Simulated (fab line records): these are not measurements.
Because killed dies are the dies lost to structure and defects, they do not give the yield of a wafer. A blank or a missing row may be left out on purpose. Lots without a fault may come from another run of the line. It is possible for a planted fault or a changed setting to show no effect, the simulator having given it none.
Chamber matching ; flow n5-finfet ; N5_BEOL_M5_DEP_56 on pecvd-02: 3 sister chambers
The step deposits SiCN from 3MS/NH3, target thk 8 nm, time 14 s. 3 wafers are shown with their chamber, then 12 later ones without.

WAFERS, EACH WITH ITS CHAMBER
wafer;chamber;throttle-valve-pct (%)
L084.5;2;8.5
L087.5;0;8.8
L087.6;1;10.0

WAFERS WHOSE CHAMBER IS MISSING
wafer;throttle-valve-pct (%)
L089.1;10.2
L089.3;8.7
L089.5;10.1
L090.4;8.2
L090.5;8.4
L090.6;10.3
L097.1;8.6
L097.2;8.7
L097.3;10.3
L097.4;8.6
L097.5;10.4
L097.6;8.6

CHAMBER TAKEN BY EACH
wafer;from the rows above;in truth
L089.1;1;1
L089.3;can't be placed: 0 or 2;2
L089.5;1;1
L090.4;can't be placed: 2 or 0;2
L090.5;can't be placed: 2 or 0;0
L090.6;1;1
L097.1;can't be placed: 2 or 0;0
L097.2;can't be placed: 0 or 2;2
L097.3;1;1
L097.4;can't be placed: 2 or 0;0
L097.5;1;1
L097.6;can't be placed: 2 or 0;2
Correctly placed: 5 of 12. Unplaceable from these rows: 7, with the true chamber sitting among the candidates in 7. 0 placed wrongly.
How it was worked out, from the rows above alone: a wafer's distance from a chamber is the root of the sum, over the readings, of the square of ((its reading less the chamber's mean) divided by the reading's scatter). The wafer belongs to the nearest chamber; if the next one is less than 2 further off, it can't be placed. The mean given for a chamber averages the wafers shown for that chamber. The scatter: with one shown wafer a chamber, the root of the mean of the squares of how far each hidden wafer lies from its nearest shown one.
